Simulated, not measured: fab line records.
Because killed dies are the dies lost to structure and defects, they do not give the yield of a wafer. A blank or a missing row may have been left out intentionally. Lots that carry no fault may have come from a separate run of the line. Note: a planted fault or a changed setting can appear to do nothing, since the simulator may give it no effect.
Matching of chambers | flow nandHarc | NHARC_THIN_TSV_DESCUM_14 on rieDiel-09 has 4 sister chambers
The step chemistry O2, time 3 s. 8 wafers are shown with their chamber, then 9 later ones without.

WAFERS, EACH WITH ITS CHAMBER
wafer  | chamber | showerheadPlenumPTorr (Torr) | drypumpMotorCurrentA (A)
L727.4 | 0       | 1.90                         | 5.7
L731.2 | 3       | 1.79                         | 5.9
L730.1 | 3       | 1.79                         | 6.0
L732.3 | 2       | 1.77                         | 5.5
L732.5 | 1       | 1.82                         | 5.5
L733.1 | 2       | 1.78                         | 5.5
L733.2 | 0       | 1.90                         | 5.7
L733.4 | 1       | 1.82                         | 5.5

WAFERS WITH NO CHAMBER GIVEN
wafer  | showerheadPlenumPTorr (Torr) | drypumpMotorCurrentA (A)
L741.1 | 1.79                         | 6.0
L741.2 | 1.82                         | 5.5
L741.6 | 1.82                         | 5.5
L743.1 | 1.77                         | 5.5
L743.4 | 1.79                         | 6.0
L743.5 | 1.82                         | 5.5
L746.4 | 1.81                         | 5.5
L746.5 | 1.77                         | 5.5
L746.6 | 1.79                         | 6.0

WHICH CHAMBER EACH ONE RAN IN
wafer  | from the rows above | in truth
L741.1 | 3                   | 3
L741.2 | 1                   | 1
L741.6 | 1                   | 1
L743.1 | 2                   | 2
L743.4 | 3                   | 3
L743.5 | 1                   | 1
L746.4 | 1                   | 1
L746.5 | 2                   | 2
L746.6 | 3                   | 3
Correct placement for 9 of the 9. Can't be placed from these rows: 0. Number placed wrongly: 0.
How it was worked out, from the rows above alone: a wafer's distance from a chamber is the root of the sum, over the readings, of the square of ((its reading less the chamber's mean) divided by the reading's scatter). If the next closest chamber is less than 2 further off than the closest, the wafer can't be placed; otherwise it belongs to the closest. A chamber's mean is the mean of its shown wafers. The scatter: take each reading less its chamber's mean, square it, sum over the shown wafers, divide by the number of wafers less the number of chambers, and take the root.
